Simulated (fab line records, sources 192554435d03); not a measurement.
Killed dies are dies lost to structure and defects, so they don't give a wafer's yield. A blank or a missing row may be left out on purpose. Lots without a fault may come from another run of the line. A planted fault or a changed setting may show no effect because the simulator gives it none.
Chamber matching | flow n5_finfet | N5_BEOL_M8_STRIP_19 on rie_diel-04: 4 sister chambers
The step strips in O2. 20 wafers are shown with their chamber, then 10 later ones without.

WAFERS WITH THEIR CHAMBER
wafer  | chamber | showerhead_plenum_p_Torr (Torr) | drypump_motor_current_A (A) | throttle_valve_pct (%)
L077.2 | 1       | 2.16                            | 6.1                         | 16.62
L077.3 | 3       | 2.01                            | 6.0                         | 16.44
L077.5 | 0       | 2.18                            | 6.6                         | 16.59
L078.2 | 1       | 2.16                            | 6.1                         | 16.63
L078.3 | 2       | 2.04                            | 6.4                         | 16.90
L078.6 | 0       | 2.18                            | 6.6                         | 16.59
L081.3 | 3       | 2.01                            | 6.1                         | 16.45
L081.4 | 0       | 2.17                            | 6.6                         | 16.60
L081.5 | 2       | 2.04                            | 6.4                         | 16.91
L082.1 | 3       | 2.01                            | 6.1                         | 16.46
L082.2 | 0       | 2.17                            | 6.6                         | 16.61
L082.6 | 3       | 2.01                            | 6.1                         | 16.46
L083.2 | 0       | 2.17                            | 6.6                         | 16.60
L083.4 | 0       | 2.17                            | 6.5                         | 16.61
L083.6 | 2       | 2.04                            | 6.3                         | 16.93
L086.1 | 3       | 2.01                            | 6.1                         | 16.49
L086.2 | 1       | 2.16                            | 6.1                         | 16.23
L086.4 | 1       | 2.16                            | 6.1                         | 16.23
L088.1 | 0       | 2.16                            | 6.5                         | 16.64
L088.4 | 0       | 2.16                            | 6.6                         | 16.64

SIGNATURES (means of the wafers above)
reading                  | chamber 0 | chamber 1 | chamber 2 | chamber 3 | scatter within a chamber
showerhead_plenum_p_Torr | 2.1700    | 2.1600    | 2.0400    | 2.0100    | 0.005
drypump_motor_current_A  | 6.575     | 6.100     | 6.367     | 6.080     | 0.0431
throttle_valve_pct       | 16.6100   | 16.4275   | 16.9133   | 16.4600   | 0.1
Rule: a wafer's distance from a chamber is the root of the sum, over the readings, of the square of ((its reading less the chamber's mean) divided by the reading's scatter). The wafer belongs to the nearest chamber; if the next one is less than 2 further off, it can't be placed. The scatter: the root of (the sum of the squares of (reading less its chamber's mean) over the shown wafers, divided by (wafers less chambers)).

WAFERS WITHOUT THEIR CHAMBER
wafer  | showerhead_plenum_p_Torr (Torr) | drypump_motor_current_A (A) | throttle_valve_pct (%)
L088.5 | 2.00                            | 6.1                         | 16.50
L092.2 | 2.00                            | 6.1                         | 16.51
L092.4 | 2.00                            | 6.1                         | 16.50
L092.6 | 2.16                            | 6.1                         | 16.26
L094.1 | 2.15                            | 6.0                         | 16.25
L094.2 | 2.03                            | 6.4                         | 16.49
L094.6 | 2.00                            | 6.1                         | 16.51
L095.3 | 2.15                            | 6.1                         | 16.27
L095.5 | 2.16                            | 6.6                         | 16.21
L095.6 | 2.15                            | 6.1                         | 16.26

WHICH CHAMBER EACH WENT THROUGH
wafer  | from the rows above | in truth
L088.5 | 3                   | 3
L092.2 | 3                   | 3
L092.4 | 3                   | 3
L092.6 | 1                   | 1
L094.1 | 1                   | 1
L094.2 | 2                   | 2
L094.6 | 3                   | 3
L095.3 | 1                   | 1
L095.5 | 0                   | 0
L095.6 | 1                   | 1
Placed correctly: 10 of 10. Can't be placed from these rows: 0. Placed wrongly: 0.
